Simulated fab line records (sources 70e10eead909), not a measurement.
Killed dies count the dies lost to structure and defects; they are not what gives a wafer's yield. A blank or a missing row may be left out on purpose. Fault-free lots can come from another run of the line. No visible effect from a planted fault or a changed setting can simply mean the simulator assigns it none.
Which of the tools did it? ; flow nand_harc ; Sampling: 6 lots, 18 wafers, 4 of 1159 route steps

== WHAT THE GAUGES SHOWED, per wafer ==
NHARC_A_ONON_D1_THK_MEAS_02: measures by ellipsometry.
lot;measured;on;thk_nm (nm)
L249;day 8 06:19;film_metro-01;999 1000 999
L252;day 9 00:40;film_metro-02;1011 1011 1013
L255;day 9 19:33;film_metro-02;1013 1010 1011
L259;day 10 14:59;film_metro-01;1005 1007 1007
L261;day 11 10:53;film_metro-02;997 997 995
L269;day 13 03:38;film_metro-01;997 996 997

== TOOL THAT RAN EACH LOT (tool first, then ch and the chambers of the sampled wafers, then the start) ==
lot;NHARC_P_BONDPAD_ANNEAL_28;NHARC_A_ZERO_WELL_ETCH_13;NHARC_A_ONON_D1_DEP_00
L249;rtp_anneal-02 ch 0, day 7 03:26;rie_si-01 ch 0,1,2, day 7 05:52;pecvd_onon-01 ch 0, day 8 05:48
L252;rtp_anneal-02 ch 0, day 7 23:47;rie_si-01 ch 0,1,3, day 8 02:20;pecvd_onon-03 ch 0, day 9 00:12
L255;rtp_anneal-02 ch 0, day 8 18:09;rie_si-02 ch 0,3, day 8 20:31;pecvd_onon-01 ch 0, day 9 19:10
L259;rtp_anneal-01 ch 0, day 9 13:46;rie_si-04 ch 0,1,3, day 9 16:20;pecvd_onon-01 ch 0, day 10 14:32
L261;rtp_anneal-02 ch 0, day 10 09:56;rie_si-01 ch 0,1, day 10 12:25;pecvd_onon-03 ch 0, day 11 10:29
L269;rtp_anneal-01 ch 0, day 12 01:59;rie_si-02 ch 0,1,3, day 12 04:33;pecvd_onon-01 ch 0, day 13 03:08
- NHARC_P_BONDPAD_ANNEAL_28: time 90 s.
- NHARC_A_ZERO_WELL_ETCH_13: etches the open film in HBr/Cl2, target depth 120 nm, time 40.1 s.
- NHARC_A_ONON_D1_DEP_00: target thk 1000 nm.

== THE ANSWER, worked out from the rows above alone ==
Rule: the usual values come from the lots themselves. The widest of any qualifying gaps counts: lots, ordered by their means at a reading, are off when they make up no more than a third of the lots, leave a main group of 4 or more, and stand apart from it by 3 or more times the standard deviation of that group's means. A main group is skipped when, at the precision printed for the reading in the tables above, its means are all equal. A lot without any number at a reading at which 4 lots or more have one is off too. The other lots that the step has rows for count as sound.
Nothing can be told from this: no lot is off at any reading shown.

== WHAT THE SIMULATOR HAD INSERTED ==
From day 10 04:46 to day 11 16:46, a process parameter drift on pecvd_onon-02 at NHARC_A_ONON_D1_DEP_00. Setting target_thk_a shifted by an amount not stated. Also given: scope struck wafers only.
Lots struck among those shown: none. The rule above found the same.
